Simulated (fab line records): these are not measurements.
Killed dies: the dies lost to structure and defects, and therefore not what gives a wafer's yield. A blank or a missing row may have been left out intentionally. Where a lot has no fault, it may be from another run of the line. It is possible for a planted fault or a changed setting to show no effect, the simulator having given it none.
Code-filled problem report in 8D (eight disciplines) form + flow n5_finfet + the parts of the form that need people (team, actions taken, sign-off) are left out

## 1. WHAT WENT WRONG
Mean of bias_w at N5_PASSIVATION_ETCH_15: 82.59 W across 6 wafers in 2 lots; on wafers with no fault it is 70.00 W (standard deviation 0.23). Relative to the usual mean, that is a shift of +55 standard deviations.
The step: etches SiCN in CF4/N2, target depth 75 nm, time 81.2 s.
First seen on wafer L208.1, day 13 14:09, on rie_diel-02. The record has a number at this step for 17 wafers belonging to 6 lots. Rule for "out", or "out of limits": more than 4 standard deviations from the usual mean. The other wafers with a number count as sound.

## 2. WHAT IT IS AND WHAT IT IS NOT
| question                    | is                     | is not                                                                                              |
|-----------------------------|------------------------|-----------------------------------------------------------------------------------------------------|
| which readings at this step | bias_w, rf_vpp_V       | drypump_motor_current_A, n2_flow_sccm, oes_product_au, showerhead_plenum_p_Torr, throttle_valve_pct |
| which lots                  | L208, L212             | L203, L220, L222, L226                                                                              |
| which wafers of those lots  | all that have a number | -                                                                                                   |
| read on which tools         | rie_diel-02            | rie_diel-03                                                                                         |
| when                        | from day 13 14:09      | up to then (3 sound wafers); but 8 sound wafers of L220, L222, L226 came after                      |

## 3. WHAT RULES OUT EACH SUSPECT
Counting: a tool at any process step up to the reading remains a suspect when it ran all the lots that are out and ran no sound lot after the first of those.
- rie_diel-02 at N5_PASSIVATION_DESCUM_12 (chemistry O2, time 7.9 s): ruled out as a lasting fault. Sound lots L220, L226 ran on it after its first lot that is out, L208 (day 13 13:46).
- rie_diel-02 at N5_PASSIVATION_PASS_ETCH_74 (etches SiNx in CF4/O2, target depth 220 nm, time 110 s): ruled out as a lasting fault. Sound lots L220, L226 ran on it after its first lot that is out, L208 (day 13 13:49).
- rie_diel-02 at N5_PASSIVATION_VIA_ETCH_13 (etches SiO2 in CHF3/O2, target depth 660 nm, time 330 s): ruled out as a lasting fault. Sound lots L220, L226 ran on it after its first lot that is out, L208 (day 13 13:55).
- rie_diel-02 at N5_PASSIVATION_STRIP_14 (strips in O2): ruled out as a lasting fault. Sound lots L220, L226 ran on it after its first lot that is out, L208 (day 13 14:07).
- rie_diel-02 at N5_PASSIVATION_ETCH_15 (etches SiCN in CF4/N2, target depth 75 nm, time 81.2 s): ruled out as a lasting fault. Sound lots L220, L226 ran on it after its first lot that is out, L208 (day 13 14:09).
Left after counting: nothing in the record.

## 4. THE CAUSE (what the simulator had put in)
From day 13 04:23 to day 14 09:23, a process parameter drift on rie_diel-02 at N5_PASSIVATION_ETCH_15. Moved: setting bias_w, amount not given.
Counting ruled it out, wrongly.

## 5. THE CHAIN OF EFFECTS, in route order
Each row: a reading whose mean over the struck wafers that have a number lies more than 3 standard deviations from the usual. Only readings whose record carries a usual standard deviation are examined. hours: median over the lots of the time between each lot's start at the first step of this table that gives one and its start at this step. sigmas: the change, counted in usual standard deviations.
| hours | step                   | reading  | usual   | on struck wafers | change | sigmas |
|-------|------------------------|----------|---------|------------------|--------|--------|
| 0     | N5_PASSIVATION_ETCH_15 | bias_w   | 70.00 W | 82.59            | +12.59 | +55    |
| 0     | N5_PASSIVATION_ETCH_15 | rf_vpp_V | 381.9 V | 423.8            | +41.9  | +26    |
Here are the process steps it includes:
- N5_PASSIVATION_ETCH_15: etches SiCN in CF4/N2, target depth 75 nm, time 81.2 s.

## 6. HOW IT WOULD HAVE BEEN CAUGHT EARLIER
The fault began at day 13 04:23; the first out-of-limits reading in this record came at day 13 14:09, 10 hours later.
